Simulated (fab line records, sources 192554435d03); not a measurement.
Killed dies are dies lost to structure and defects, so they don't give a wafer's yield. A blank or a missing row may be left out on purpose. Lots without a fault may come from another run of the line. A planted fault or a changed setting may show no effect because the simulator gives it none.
Chamber matching | flow n5_finfet | N5_BEOL_M13_ILD_DEP_00 on pecvd-02: 3 sister chambers
The step deposits SiOC from DEMS/O2, target thk 837.92 nm, time 166.4 s. 3 wafers are shown with their chamber, then 11 later ones without.

WAFERS WITH THEIR CHAMBER
wafer  | chamber | throttle_valve_pct (%)
L085.2 | 0       | 12.2
L089.6 | 2       | 11.4
L088.1 | 1       | 11.8

WAFERS WITHOUT THEIR CHAMBER
wafer  | throttle_valve_pct (%)
L088.4 | 12.0
L088.5 | 12.0
L091.1 | 11.9
L091.2 | 12.0
L091.4 | 12.0
L094.4 | 12.0
L094.5 | 11.9
L094.6 | 11.3
L097.1 | 12.1
L097.3 | 11.5
L097.6 | 11.4

WHICH CHAMBER EACH WENT THROUGH
wafer  | from the rows above     | in truth
L088.4 | can't be placed: 0 or 1 | 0
L088.5 | can't be placed: 0 or 1 | 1
L091.1 | can't be placed: 1 or 0 | 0
L091.2 | can't be placed: 0 or 1 | 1
L091.4 | can't be placed: 0 or 1 | 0
L094.4 | can't be placed: 0 or 1 | 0
L094.5 | can't be placed: 1 or 0 | 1
L094.6 | 2                       | 2
L097.1 | can't be placed: 0 or 1 | 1
L097.3 | can't be placed: 2 or 1 | 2
L097.6 | 2                       | 2
Placed correctly: 2 of 11. Can't be placed from these rows: 9 (the true chamber is among the candidates in 9). Placed wrongly: 0.
How it was worked out, from the rows above alone: a wafer's distance from a chamber is the root of the sum, over the readings, of the square of ((its reading less the chamber's mean) divided by the reading's scatter). The wafer belongs to the nearest chamber; if the next one is less than 2 further off, it can't be placed. A chamber's mean is the mean of its shown wafers. The scatter: with one shown wafer a chamber, the root of the mean of the squares of how far each hidden wafer lies from its nearest shown one.
